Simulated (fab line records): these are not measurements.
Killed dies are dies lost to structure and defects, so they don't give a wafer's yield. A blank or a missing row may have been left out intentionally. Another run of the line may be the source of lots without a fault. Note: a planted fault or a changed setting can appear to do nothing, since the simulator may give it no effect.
Split-lot study | flow n5 finfet | route with 1938 steps; 7 lots, 39 wafers read

THE SPLIT
At N5_BEOL_M13_SPUTTER_44 (material Ta, target thk 10 nm, time 16.13 s), the setting target thk a was moved away from the recipe's 100 angstrom on 12 of the 39 wafers read, by -59.5% to +29.7%. This setting was run at the recipe's value on the other wafers.

FROM THE SPLIT TO THE READING: what the file shows between them, 3 steps
- N5_BEOL_M13_SPUTTER_45: material Cu, target thk 80 nm, time 13.33 s
- N5_BEOL_M13_ECD_47: material Cu, target thk 936 nm
- N5_BEOL_M13_ANNEAL_48: time 90 s

THE READING
barrier field endpoint s, in s, at N5_BEOL_M13_CMP_49 (polishes, stops on SiOC, t overpolish 17.1 s, target thk 420 nm). On this fab line, fault-free wafers typically give 30.4 s with a standard deviation of 0.96 s.

wafer  | tool, chamber at the split | target thk a as run, angstrom | against the recipe | barrier field endpoint s, s | against lot-mates on the recipe
L074.4 | pvd sputter-03, -          | 78.59                         | -21.4%             | 27.3                        | -2.8
L074.3 | pvd sputter-03, -          | 100                           | recipe             | 30.0                        | -
L074.1 | pvd sputter-03, -          | 78.59                         | -21.4%             | 28.7                        | -1.4
L074.2 | pvd sputter-03, -          | 78.59                         | -21.4%             | 26.8                        | -3.3
L074.6 | pvd sputter-03, -          | 100                           | recipe             | 30.6                        | -
L074.5 | pvd sputter-03, -          | 100                           | recipe             | 29.7                        | -
L075.4 | pvd sputter-01, -          | 100                           | recipe             | 29.1                        | -
L075.1 | pvd sputter-01, -          | 100                           | recipe             | 30.6                        | -
L075.3 | pvd sputter-01, -          | 100                           | recipe             | 31.5                        | -
L075.2 | pvd sputter-01, -          | 100                           | recipe             | 29.1                        | -
L075.6 | pvd sputter-01, -          | 100                           | recipe             | 28.0                        | -
L075.5 | pvd sputter-01, -          | 100                           | recipe             | 31.3                        | -
L076.1 | pvd sputter-02, -          | 100                           | recipe             | 29.3                        | -
L076.2 | pvd sputter-02, -          | 62.57                         | -37.4%             | 24.2                        | -5.5
L076.4 | pvd sputter-02, -          | 100                           | recipe             | 30.1                        | -
L076.3 | pvd sputter-02, -          | 62.57                         | -37.4%             | 25.9                        | -3.8
L076.6 | pvd sputter-02, -          | 62.57                         | -37.4%             | 24.8                        | -4.9
L076.5 | pvd sputter-02, -          | 100                           | recipe             | 29.6                        | -
L077.1 | pvd sputter-02, -          | 100                           | recipe             | 28.8                        | -
L077.2 | pvd sputter-02, -          | 40.53                         | -59.5%             | 24.3                        | -5.5
L077.4 | pvd sputter-02, -          | 40.53                         | -59.5%             | 23.4                        | -6.4
L077.3 | pvd sputter-02, -          | 100                           | recipe             | 29.8                        | -
L077.5 | pvd sputter-02, -          | 40.53                         | -59.5%             | 22.3                        | -7.5
L077.6 | pvd sputter-02, -          | 100                           | recipe             | 30.9                        | -
L088.3 | pvd sputter-01, -          | 100                           | recipe             | 28.9                        | -
L088.4 | pvd sputter-01, -          | 100                           | recipe             | 31.4                        | -
L088.1 | pvd sputter-01, -          | 100                           | recipe             | 31.5                        | -
L088.2 | pvd sputter-01, -          | 100                           | recipe             | 31.7                        | -
L088.6 | pvd sputter-01, -          | 100                           | recipe             | 29.4                        | -
L088.5 | pvd sputter-01, -          | 100                           | recipe             | 31.2                        | -
L090.3 | pvd sputter-02, -          | 129.7                         | +29.7%             | 33.5                        | +2.8
L090.1 | pvd sputter-02, -          | 100                           | recipe             | 31.1                        | -
L090.2 | pvd sputter-02, -          | 100                           | recipe             | 30.5                        | -
L090.4 | pvd sputter-02, -          | 129.7                         | +29.7%             | 34.6                        | +3.9
L090.5 | pvd sputter-02, -          | 129.7                         | +29.7%             | 33.5                        | +2.8
L090.6 | pvd sputter-02, -          | 100                           | recipe             | 30.4                        | -
L092.4 | pvd sputter-01, -          | 100                           | recipe             | 31.2                        | -
L092.5 | pvd sputter-01, -          | 100                           | recipe             | 31.1                        | -
L092.6 | pvd sputter-01, -          | 100                           | recipe             | 30.6                        | -

THE FIT
A straight line over all 39 wafers: barrier field endpoint s changes by +0.123 s for each +1% of target thk a; r = +0.94; the points scatter about the line by 0.96 s.
The same after taking each lot's own level away (the mean of its wafers on the recipe; 39 wafers): +0.113 s for each +1%; r = +0.94; scatter 0.87 s.
According to that fit, moving target thk a by its largest amount changes the reading by 6.7 s.
Measured against the standard deviation above, the lots' own levels, which go from 29.67 to 30.97 s, span 1.4 times it.
Hence the lot-to-lot level has little effect on the slope; both slopes agree.
Check: -7.02 s against its lot-mates is what the line predicts for one of the wafers moved furthest among these (-59.5%) when that wafer is left out of the fit. Against them it came out at -5.53 s.

THE WHOLE CHAIN: every reading that the file lists as answering this split, in the file's order
step                   | what it does                                                    | reading                                                                           | change (the file's fit)               | r (the file's)
N5_BEOL_M13_SPUTTER_44 | material Ta, target thk 10 nm, time 16.13 s                     | Ta_of_BEOL_M13_SPUTTER_44.thk nm (the simulator's own value, which no gauge read) | +0.101 nm for each +1% of the setting | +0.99
N5_BEOL_M13_CMP_49     | polishes, stops on SiOC, t overpolish 17.1 s, target thk 420 nm | barrier field endpoint s                                                          | +0.113 s for each +1% of the setting  | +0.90

THE FILE'S OWN FIT
barrier field endpoint s changes by +0.113 s for each +1% of target thk a, r = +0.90.
